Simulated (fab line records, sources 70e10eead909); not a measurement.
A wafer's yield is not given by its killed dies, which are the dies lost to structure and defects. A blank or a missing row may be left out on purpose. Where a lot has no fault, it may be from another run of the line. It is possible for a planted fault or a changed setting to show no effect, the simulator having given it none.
A struck lot beside a sound one    flow nand harc    15 steps out of a route of 1302
Sound: wafers L710.3, L710.4, L710.5. The struck wafers were L720.2, L720.5, L720.6. The cause comes at the end.
Order at every step that has rows: each side's tool, ch and its chambers, its first start. Under that, the readings that differ: sound wafers    struck wafers    difference of the means    sigmas: that difference in standard deviations of wafers without a fault.
alike: same words and numbers on both sides, and readings whose means sit less than 2 such deviations apart. not compared: any withheld reading, any reading some wafer has no value for, any bound like >300 that may hide the same value, and any number with overlapping values for which the record gives no deviation.
The two part at a step that has a row with sigmas, a row that says differs or no value, or rows on one side only. Numbers that have no deviation but don't overlap get no sigmas and don't part them. A reading missing from all wafers of one side parts the sides only when that side holds two or more wafers.

NHARC_A_CONTACT_ETCH_138: etches the open film in C4F8/O2/Ar, time 311 s, target depth 1914 nm.
  sound on har cap etch-02 ch 0,1, day 24 17:46; struck on har cap etch-01 ch 0,1, day 29 12:39
  not compared: rf hours counter h
NHARC_A_CONTACT_ETCH_139: etches the open film in C4F8/O2/Ar, time 195 s, target depth 840 nm.
  sound on har cap etch-02 ch 0,1, day 24 18:02; struck on har cap etch-01 ch 0,1, day 29 12:55
  not compared: rf hours counter h
then, 2 steps without rows for these wafers: NHARC_A_CONTACT_ETCH_92 (etches the open film in CH3F/O2, target depth 40 nm, time 85.7 s); NHARC_A_CONTACT_ETCH_98 (etches the open film in C4F6/O2, target depth 20 nm, time 10 s).
NHARC_A_CONTACT_CD_MEAS_15:
  sound on cd sem-03 at day 24 18:44; struck on cd sem-02 at day 29 13:42
  alike: cd nm
then, 3 steps without rows for these wafers: NHARC_A_CONTACT_STRIP_107 (strips in N2/H2); NHARC_A_CONTACT_STRIP_108 (strips in CF4/CHF3); NHARC_A_CONTACT_STRIP_109 (strips in O2/COS).
NHARC_A_CONTACT_ETCH_110: etches the open film in CF4/O2, target depth 60 nm, overetch 6 nm, time 33 s.
  sound on rie diel-05 ch 1,3, day 24 19:04; struck on rie diel-01 ch 0,1,3, day 29 14:00
  alike: drypump motor current A, oes product au, rf vpp V, showerhead plenum p Torr, throttle valve pct
  not compared: rf hours counter h
NHARC_A_CONTACT_STRIP_26: strips in O2.
  sound on rie diel-05 ch 1,2; struck on rie diel-01 ch 2,3
  alike: drypump motor current A, oes product au, rf vpp V, showerhead plenum p Torr, throttle valve pct
  not compared: rf hours counter h
then, 1 step without rows for these wafers: NHARC_A_CONTACT_STRIP_27 (strips in post etch residue remover, time 600 s).
NHARC_A_CONTACT_ALD_18: deposits TiN, target thk 3 nm, pulse time 1 s, ald cycles 150.
  sound on ald metal-04 ch 1,2,3, day 24 19:50; struck on ald metal-03 ch 1,2, day 29 14:38
reading             sound           struck          difference  sigmas
heater power w (W)  1394 1209 1215  1046 1038 1112  -207        -2
  alike: precursor pulse height rel
NHARC_A_CONTACT_CVD_19: deposits W, target thk 300 nm, time 802 s.
  sound on cvd w-01 ch 0,1, day 24 20:14; struck on cvd w-02 ch 0,1, day 29 15:52
reading             sound        struck       difference  sigmas
heater power w (W)  470 404 401  592 471 592  +127        +2
  alike: throttle valve pct
NHARC_A_CONTACT_CMP_20: polishes, t overpolish 30 s, target thk 300 nm.
  sound on cmp-03 ch 2,3, day 24 20:52; struck on cmp-02 ch 0,1,3, day 29 16:55
reading                 sound     struck       difference  sigmas
time to endpoint s (s)  62 57 58  124 115 118  +60         +18
  alike: motor current A, overpolish run s
-- jump in the record: it breaks off in module A_CONTACT and resumes in module END (first step shown: number 1302 of the route), and 2 days separate the struck wafers' starts before and after --
NHARC_END_SORT_01:
  only the struck wafers appear in the record here, on prober-01 ch 0 at day 31 18:07; the sound ones have no rows

WHERE THEY PART
At NHARC_A_CONTACT_ALD_18 first; at NHARC_END_SORT_01 last (within this record only).

WHY: what had been put in by the simulator
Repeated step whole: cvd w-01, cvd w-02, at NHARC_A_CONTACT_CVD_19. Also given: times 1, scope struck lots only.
